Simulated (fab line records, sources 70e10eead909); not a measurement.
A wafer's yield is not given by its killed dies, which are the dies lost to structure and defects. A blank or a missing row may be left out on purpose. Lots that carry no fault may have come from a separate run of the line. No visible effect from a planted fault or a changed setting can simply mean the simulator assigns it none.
Chamber matching + flow nand harc + NHARC_P_M1_CMP_23 on cmp-04: 4 sister chambers
The step polishes, t overpolish 20 s, target thk 157.82 nm. 4 wafers are shown with their chamber, then 12 later ones without.

WAFERS, EACH WITH ITS CHAMBER
| wafer  | chamber | motor current A (A) |
|--------|---------|---------------------|
| L089.6 | 0       | 13.9                |
| L091.3 | 3       | 10.9                |
| L091.4 | 1       | 10.7                |
| L091.5 | 2       | 12.8                |

WAFERS WITH NO CHAMBER GIVEN
| wafer  | motor current A (A) |
|--------|---------------------|
| L090.1 | 12.3                |
| L090.4 | 13.9                |
| L090.5 | 13.5                |
| L093.1 | 11.3                |
| L093.3 | 10.7                |
| L093.5 | 11.0                |
| L097.1 | 12.0                |
| L097.2 | 10.7                |
| L097.6 | 10.9                |
| L095.1 | 11.9                |
| L095.3 | 11.5                |
| L095.5 | 11.2                |

EACH ONE'S CHAMBER
| wafer  | from the rows above          | in truth |
|--------|------------------------------|----------|
| L090.1 | can't be placed: 2 or 3      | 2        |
| L090.4 | 0                            | 0        |
| L090.5 | can't be placed: 0 or 2      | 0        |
| L093.1 | can't be placed: 3 or 1      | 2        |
| L093.3 | can't be placed: 1 or 3      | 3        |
| L093.5 | can't be placed: 3 or 1      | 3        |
| L097.1 | can't be placed: 2 or 3 or 1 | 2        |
| L097.2 | can't be placed: 1 or 3      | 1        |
| L097.6 | can't be placed: 3 or 1      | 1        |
| L095.1 | can't be placed: 2 or 3 or 1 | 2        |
| L095.3 | can't be placed: 3 or 1 or 2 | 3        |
| L095.5 | can't be placed: 3 or 1      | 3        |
1 of 12 placed correctly. From these rows, 11 cannot be placed; in 10 the true chamber is one of the candidates. Placed wrongly: 0.
How it was worked out, from the rows above alone: a wafer's distance from a chamber is the root of the sum, over the readings, of the square of ((its reading less the chamber's mean) divided by the reading's scatter). The wafer belongs to the nearest chamber; if the next one is less than 2 further off, it can't be placed. Each chamber's mean is taken over the wafers shown for it. The scatter: root of mean squared gap, hidden wafer to nearest shown wafer, with one shown wafer a chamber.
